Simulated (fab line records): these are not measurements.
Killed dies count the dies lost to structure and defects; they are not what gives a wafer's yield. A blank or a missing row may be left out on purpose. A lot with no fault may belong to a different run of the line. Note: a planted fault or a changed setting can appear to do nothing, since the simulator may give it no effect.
Matching of chambers :: flow n5Finfet :: N5_SD_EPI_N_ETCH_45 on rieDiel-01: 4 sister chambers
The step etches SiOCN in CH3F/O2, target depth 6 nm. 4 wafers are shown with their chamber, then 10 later ones without.

## WAFERS, EACH WITH ITS CHAMBER
wafer: L081.2
chamber: 1
showerheadPlenumPTorr (Torr): 2.12

wafer: L084.6
chamber: 3
showerheadPlenumPTorr (Torr): 1.92

wafer: L089.1
chamber: 2
showerheadPlenumPTorr (Torr): 1.99

wafer: L089.2
chamber: 0
showerheadPlenumPTorr (Torr): 2.07

## WAFERS MISSING THEIR CHAMBER
wafer: L089.6
showerheadPlenumPTorr (Torr): 2.07

wafer: L091.1
showerheadPlenumPTorr (Torr): 2.06

wafer: L091.4
showerheadPlenumPTorr (Torr): 1.91

wafer: L091.5
showerheadPlenumPTorr (Torr): 1.99

wafer: L092.1
showerheadPlenumPTorr (Torr): 2.12

wafer: L092.3
showerheadPlenumPTorr (Torr): 1.91

wafer: L092.5
showerheadPlenumPTorr (Torr): 2.06

wafer: L093.3
showerheadPlenumPTorr (Torr): 1.99

wafer: L093.4
showerheadPlenumPTorr (Torr): 2.11

wafer: L093.6
showerheadPlenumPTorr (Torr): 2.11

## EACH ONE'S CHAMBER
wafer: L089.6
from the rows above: 0
in truth: 0

wafer: L091.1
from the rows above: 0
in truth: 0

wafer: L091.4
from the rows above: 3
in truth: 3

wafer: L091.5
from the rows above: 2
in truth: 2

wafer: L092.1
from the rows above: 1
in truth: 1

wafer: L092.3
from the rows above: 3
in truth: 3

wafer: L092.5
from the rows above: 0
in truth: 0

wafer: L093.3
from the rows above: 2
in truth: 2

wafer: L093.4
from the rows above: 1
in truth: 1

wafer: L093.6
from the rows above: 1
in truth: 1
10 of 10 placed correctly. Can't be placed from these rows: 0. Wrongly placed: 0.
How it was worked out, from the rows above alone: a wafer's distance from a chamber is the root of the sum, over the readings, of the square of ((its reading less the chamber's mean) divided by the reading's scatter). If the next closest chamber is less than 2 further off than the closest, the wafer can't be placed; otherwise it belongs to the closest. Each chamber's mean is taken over the wafers shown for it. The scatter: root of mean squared gap, hidden wafer to nearest shown wafer, with one shown wafer a chamber.
